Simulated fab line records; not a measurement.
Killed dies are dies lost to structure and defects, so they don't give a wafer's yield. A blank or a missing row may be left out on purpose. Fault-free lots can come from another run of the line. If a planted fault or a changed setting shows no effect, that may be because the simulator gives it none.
The tool behind it: which one?    flow n5-finfet    24 lots, 72 wafers sampled, at 5 steps of a route of 1938

## WHAT THE GAUGES READ, wafer by wafer
N5_SDB_INSPECT_13: inspects for defects (brightfield). Usual: raw-defect-count reads 76 (standard deviation 31).
lot   measured     on                 raw-defect-count  flag
L074  day 3 16:39  defect-inspect-02  62 79 66          
L075  day 3 21:40  defect-inspect-02  110 54 118        
L076  day 4 06:02  defect-inspect-01  84 46 95          
L077  day 4 13:37  defect-inspect-02  63 48 103         
L078  day 4 15:19  defect-inspect-02  31 40 46          
L079  day 4 23:16  defect-inspect-01  63 91 35          
L080  day 5 03:01  defect-inspect-02  102 68 86         
L081  day 5 12:41  defect-inspect-02  136 110 155       
L082  day 5 23:02  defect-inspect-01  51 90 92          
L083  day 6 01:20  defect-inspect-02  121 103 125       
L084  day 6 06:29  defect-inspect-01  49 47 27          
L085  day 6 13:25  defect-inspect-01  67 66 123         
L086  day 6 19:19  defect-inspect-02  61 72 102         
L087  day 6 22:38  defect-inspect-02  98 94 54          
L088  day 7 04:53  defect-inspect-01  29 36 35          
L089  day 7 12:39  defect-inspect-02  63 55 29          
L090  day 7 16:55  defect-inspect-02  90 55 40          
L091  day 8 01:51  defect-inspect-02  72 104 85         
L092  day 8 03:58  defect-inspect-02  67 110 72         
L093  day 8 10:37  defect-inspect-01  65 59 36          
L094  day 8 16:19  defect-inspect-01  86 81 96          
L095  day 8 23:16  defect-inspect-02  67 151 85         
L096  day 9 07:14  defect-inspect-02  69 78 66          
L097  day 9 10:33  defect-inspect-01  49 58 47          

N5_HKMG_FIN_CD_MEAS_12: the cd target is 92.8 nm. Usual: cd-nm reads 92.9 nm (standard deviation 0.54).
lot   measured     on         cd-nm (nm)      flag
L074  day 4 01:59  cd-sem-03  92.8 93.9 93.8  
L075  day 4 07:24  cd-sem-01  92.5 92.9 93.1  
L076  day 4 15:24  cd-sem-01  92.7 93.1 92.9  
L077  day 4 22:29  cd-sem-01  92.5 92.4 92.5  
L078  day 4 23:58  cd-sem-01  92.3 92.3 92.2  
L079  day 5 08:40  cd-sem-01  93.3 93.3 93.3  
L080  day 5 12:22  cd-sem-03  92.6 92.9 92.3  
L081  day 5 21:29  cd-sem-03  92.8 92.3 92.8  
L082  day 6 07:58  cd-sem-03  93.0 92.9 92.8  
L083  day 6 10:44  cd-sem-02  93.4 93.0 93.3  
L084  day 6 15:41  cd-sem-01  93.6 92.3 93.0  
L085  day 6 22:23  cd-sem-01  93.6 93.2 93.7  
L086  day 7 05:53  cd-sem-03  93.3 93.2 93.3  
L087  day 7 08:07  cd-sem-02  92.9 92.4 92.8  
L088  day 7 14:54  cd-sem-03  93.2 92.3 93.1  
L089  day 7 21:28  cd-sem-02  93.2 93.5 93.0  
L090  day 8 02:30  cd-sem-01  93.1 93.0 93.1  
L091  day 8 10:43  cd-sem-02  92.7 92.1 92.3  
L092  day 8 13:26  cd-sem-02  93.1 92.7 92.9  
L093  day 8 20:06  cd-sem-03  93.0 92.9 92.9  
L094  day 9 03:11  cd-sem-02  92.2 92.6 91.9  
L095  day 9 08:19  cd-sem-01  93.8 93.3 93.9  
L096  day 9 16:14  cd-sem-02  93.3 93.1 93.2  
L097  day 9 19:46  cd-sem-02  93.4 93.4 93.9  

## TOOL THAT RAN EACH LOT (tool first, then ch and the chambers of the sampled wafers, then the start)
lot   N5_SDB_DESCUM_16                   N5_SDB_ETCH_25                     N5_SDB_CMP_30
L074  rie-diel-03 ch 0,1, day 3 16:41    rie-diel-03 ch 0,1, day 3 17:13    cmp-02 ch 0,1,2, day 3 20:13
L075  rie-diel-05 ch 0,2, day 3 21:43    rie-diel-03 ch 1,2, day 3 22:47    cmp-02 ch 0,2,3, day 4 01:52
L076  rie-diel-05 ch 1,2,3, day 4 06:05  rie-diel-04 ch 0,1,3, day 4 06:37  cmp-01 ch 1,3, day 4 09:58
L077  rie-diel-03 ch 1,2, day 4 13:50    rie-diel-05 ch 1,2,3, day 4 14:22  cmp-01 ch 0,2, day 4 17:22
L078  rie-diel-04 ch 0,1,2, day 4 15:20  rie-diel-03 ch 0,1,3, day 4 15:53  cmp-02 ch 0,2,3, day 4 18:53
L079  rie-diel-03 ch 0,1, day 4 23:18    rie-diel-03 ch 0,1,3, day 5 00:20  cmp-02 ch 0,1,2, day 5 03:36
L080  rie-diel-05 ch 1,2,3, day 5 03:02  rie-diel-03 ch 0,2,3, day 5 03:54  cmp-01 ch 1,2,3, day 5 06:54
L081  rie-diel-03 ch 0,2,3, day 5 12:43  rie-diel-04 ch 1,2,3, day 5 13:14  cmp-01 ch 1,2,3, day 5 16:14
L082  rie-diel-03 ch 0,1,2, day 5 23:05  rie-diel-05 ch 0,3, day 5 23:36    cmp-03 ch 0,3, day 6 02:36
L083  rie-diel-04 ch 0,2, day 6 01:22    rie-diel-05 ch 1,2, day 6 01:55    cmp-01 ch 2,3, day 6 05:19
L084  rie-diel-04 ch 0,2,3, day 6 06:39  rie-diel-03 ch 2,3, day 6 07:12    cmp-01 ch 0,3, day 6 10:12
L085  rie-diel-03 ch 0,3, day 6 13:27    rie-diel-04 ch 0,1, day 6 14:16    cmp-01 ch 1,2,3, day 6 17:17
L086  rie-diel-05 ch 0,1, day 6 19:21    rie-diel-05 ch 0,3, day 6 19:56    cmp-02 ch 0,1,3, day 7 00:25
L087  rie-diel-05 ch 1,2, day 6 22:50    rie-diel-05 ch 1,3, day 6 23:44    cmp-02 ch 0,2,3, day 7 02:46
L088  rie-diel-04 ch 0,1,2, day 7 05:08  rie-diel-05 ch 0,1,2, day 7 05:46  cmp-01 ch 1,3, day 7 09:33
L089  rie-diel-05 ch 1,2,3, day 7 12:41  rie-diel-04 ch 0,1,3, day 7 13:13  cmp-01 ch 0,1,3, day 7 16:13
L090  rie-diel-05 ch 0,1,3, day 7 16:56  rie-diel-04 ch 0,3, day 7 17:30    cmp-01 ch 0,1,2, day 7 20:31
L091  rie-diel-03 ch 0,2, day 8 01:53    rie-diel-04 ch 0,3, day 8 02:25    cmp-02 ch 1,3, day 8 05:27
L092  rie-diel-04 ch 0,3, day 8 04:00    rie-diel-03 ch 2,3, day 8 04:32    cmp-02 ch 0,2, day 8 08:10
L093  rie-diel-03 ch 1,3, day 8 10:44    rie-diel-03 ch 0,1,3, day 8 11:17  cmp-02 ch 0,2,3, day 8 14:22
L094  rie-diel-05 ch 0,3, day 8 16:55    rie-diel-04 ch 1,2, day 8 18:23    cmp-01 ch 0,2,3, day 8 21:29
L095  rie-diel-03 ch 2,3, day 8 23:18    rie-diel-04 ch 0,1,2, day 8 23:50  cmp-02 ch 0,1,3, day 9 02:52
L096  rie-diel-04 ch 1,2, day 9 07:16    rie-diel-03 ch 0,1, day 9 07:47    cmp-02 ch 1,2,3, day 9 10:53
L097  rie-diel-03 ch 0,1,3, day 9 10:35  rie-diel-05 ch 1,2, day 9 11:07    cmp-02 ch 0,2, day 9 14:07
- N5_SDB_DESCUM_16: chemistry O2, time 7.9 s.
- N5_SDB_ETCH_25: etches SiO2 in C4F6/O2, target depth 10 nm, time 3.3 s.
- N5_SDB_CMP_30: polishes, stops on poly-Si, t overpolish 1.54 s, target thk 30 nm.

## AS READ BY THE TOOLS THEMSELVES (means over the sampled wafers that have a number; for cases with no such wafer, the mark the record gives instead)
N5_SDB_DESCUM_16. Usual: bias-power-w 20.01 W, standard deviation 0.059; drypump-motor-current-A 6.0 A, standard deviation 0.39; oes-product-au 0.77 a.u., standard deviation 0.089; rf-vpp-V 243.1 V, standard deviation 1.2; showerhead-plenum-p-Torr 2.09 Torr, standard deviation 0.052; throttle-valve-pct 20.53 %, standard deviation 0.29.
lot   tool         bias-power-w (W)  drypump-motor-current-A (A)  oes-product-au (a.u.)  rf-vpp-V (V)  showerhead-plenum-p-Torr (Torr)  throttle-valve-pct (%)  flag
L074  rie-diel-03  19.98             6.2                          0.76                   242.5         2.08                             20.79                   
L075  rie-diel-05  20.06             6.2                          0.87                   241.9         2.04                             20.10                   
L076  rie-diel-05  20.11             6.2                          0.77                   243.2         2.09                             20.54                   
L077  rie-diel-03  20.01             5.8                          0.70                   244.3         2.12                             20.86                   
L078  rie-diel-04  19.95             5.6                          0.70                   244.2         2.10                             20.36                   
L079  rie-diel-03  19.98             6.0                          0.82                   243.3         2.11                             20.69                   
L080  rie-diel-05  20.04             6.2                          0.76                   243.7         2.09                             20.55                   
L081  rie-diel-03  20.02             5.9                          0.81                   243.6         2.13                             20.57                   
L082  rie-diel-03  19.98             5.9                          0.75                   243.8         2.11                             20.80                   
L083  rie-diel-04  20.01             5.4                          0.68                   243.0         2.12                             20.41                   
L084  rie-diel-04  19.99             5.7                          0.67                   243.3         2.06                             20.54                   
L085  rie-diel-03  20.05             6.1                          0.84                   243.4         2.11                             20.38                   
L086  rie-diel-05  20.02             6.1                          0.80                   241.7         2.05                             20.34                   
L087  rie-diel-05  19.96             6.3                          0.78                   242.7         2.04                             20.36                   
L088  rie-diel-04  19.98             5.6                          0.69                   242.7         2.09                             20.41                   
L089  rie-diel-05  19.97             6.2                          0.74                   243.3         2.08                             20.58                   
L090  rie-diel-05  20.01             6.1                          0.74                   242.8         2.08                             20.57                   
L091  rie-diel-03  19.99             5.6                          0.74                   243.8         2.13                             20.80                   
L092  rie-diel-04  20.03             5.7                          0.66                   242.9         2.09                             20.62                   
L093  rie-diel-03  19.98             6.4                          0.89                   243.3         2.07                             20.49                   
L094  rie-diel-05  19.96             6.1                          0.80                   243.0         2.07                             20.36                   
L095  rie-diel-03  20.07             5.8                          0.72                   243.1         2.13                             20.70                   
L096  rie-diel-04  19.99             5.8                          0.78                   242.4         2.07                             20.29                   
L097  rie-diel-03  20.05             6.2                          0.85                   243.2         2.09                             20.52                   

N5_SDB_ETCH_25. Usual: bias-w 185.0 W, standard deviation 0.64; drypump-motor-current-A 6.0 A, standard deviation 0.38; oes-product-au 0.77 a.u., standard deviation 0.094; rf-vpp-V 668 V, standard deviation 8.4; showerhead-plenum-p-Torr 2.84 Torr, standard deviation 0.07; throttle-valve-pct 21.26 %, standard deviation 0.27.
lot   tool         bias-w (W)  drypump-motor-current-A (A)  oes-product-au (a.u.)  rf-vpp-V (V)  showerhead-plenum-p-Torr (Torr)  throttle-valve-pct (%)  flag
L074  rie-diel-03  185.5       6.2                          0.76                   667           2.84                             21.52                   
L075  rie-diel-03  184.9       6.2                          0.69                   672           2.85                             21.63                   
L076  rie-diel-04  184.9       5.9                          0.71                   665           2.83                             21.26                   
L077  rie-diel-05  184.8       6.2                          0.76                   669           2.85                             21.31                   
L078  rie-diel-03  185.2       6.2                          0.80                   668           2.86                             21.32                   
L079  rie-diel-03  185.5       6.2                          0.80                   667           2.86                             21.31                   
L080  rie-diel-03  186.0       5.8                          0.82                   672           2.90                             21.32                   
L081  rie-diel-04  185.4       5.9                          0.69                   658           2.78                             21.26                   
L082  rie-diel-05  185.0       6.2                          0.77                   675           2.89                             21.32                   
L083  rie-diel-05  185.0       6.3                          0.79                   660           2.79                             21.12                   
L084  rie-diel-03  185.0       6.1                          0.79                   675           2.90                             21.25                   
L085  rie-diel-04  185.2       5.8                          0.70                   666           2.87                             21.14                   
L086  rie-diel-05  184.9       6.2                          0.77                   675           2.89                             21.33                   
L087  rie-diel-05  185.8       6.2                          0.70                   673           2.85                             21.53                   
L088  rie-diel-05  185.0       6.2                          0.78                   665           2.79                             21.12                   
L089  rie-diel-04  185.2       5.9                          0.69                   664           2.82                             21.31                   
L090  rie-diel-04  184.5       5.7                          0.67                   668           2.85                             21.32                   
L091  rie-diel-04  185.1       6.0                          0.67                   662           2.77                             21.46                   
L092  rie-diel-03  185.1       6.1                          0.77                   675           2.89                             21.26                   
L093  rie-diel-03  185.8       6.2                          0.87                   668           2.85                             21.25                   
L094  rie-diel-04  184.6       5.6                          0.87                   657           2.81                             20.92                   
L095  rie-diel-04  184.1       5.6                          0.88                   664           2.85                             20.94                   
L096  rie-diel-03  185.3       6.0                          0.86                   663           2.84                             21.36                   
L097  rie-diel-05  184.7       6.2                          0.90                   667           2.79                             21.12                   

N5_SDB_CMP_30. Usual: motor-current-A 12.4 A, standard deviation 1.5; overpolish-run-s 1.540 s, standard deviation 0.0096; time-to-endpoint-s 17.6 s, standard deviation 2.1.
lot   tool    motor-current-A (A)  overpolish-run-s (s)  time-to-endpoint-s (s)  flag
L074  cmp-02  13.6                 1.543                 18.6                    
L075  cmp-02  13.1                 1.544                 20.9                    
L076  cmp-01  11.2                 1.546                 16.2                    
L077  cmp-01  10.9                 1.545                 17.5                    
L078  cmp-02  13.4                 1.537                 17.0                    
L079  cmp-02  13.7                 1.547                 16.5                    
L080  cmp-01  11.7                 1.544                 19.0                    
L081  cmp-01  11.4                 1.541                 19.9                    
L082  cmp-03  12.8                 1.524                 18.7                    
L083  cmp-01  12.1                 1.549                 17.5                    
L084  cmp-01  12.1                 1.546                 18.0                    
L085  cmp-01  11.8                 1.531                 18.1                    
L086  cmp-02  13.0                 1.540                 15.1                    
L087  cmp-02  13.0                 1.546                 17.2                    
L088  cmp-01  12.3                 1.539                 17.9                    
L089  cmp-01  11.4                 1.549                 16.9                    
L090  cmp-01  11.1                 1.540                 14.5                    
L091  cmp-02  12.7                 1.532                 19.0                    
L092  cmp-02  14.2                 1.535                 15.6                    
L093  cmp-02  13.5                 1.547                 15.1                    
L094  cmp-01  11.8                 1.545                 15.8                    
L095  cmp-02  12.5                 1.540                 18.6                    
L096  cmp-02  13.8                 1.544                 19.1                    
L097  cmp-02  13.1                 1.543                 16.0                    

## THE ANSWER, worked out from the rows above alone
Rule: take the mean of a lot's wafers that have a number; if it is more than 3 standard deviations from the usual mean, the lot is off. Also off: a lot with no number at a reading for which 4 or more lots have one. Any other lot the step has rows for is counted as sound. The gauges are gone through in route order, then the tools' own readings, and for those a lot's mean is taken as printed above. The first step at which some lot is off is used, and at that step the reading that is off furthest; a lot without a number counts as furthest.
Across all readings shown, no lot is off: no conclusion can be drawn from this.

## WHAT THE SIMULATOR PUT IN
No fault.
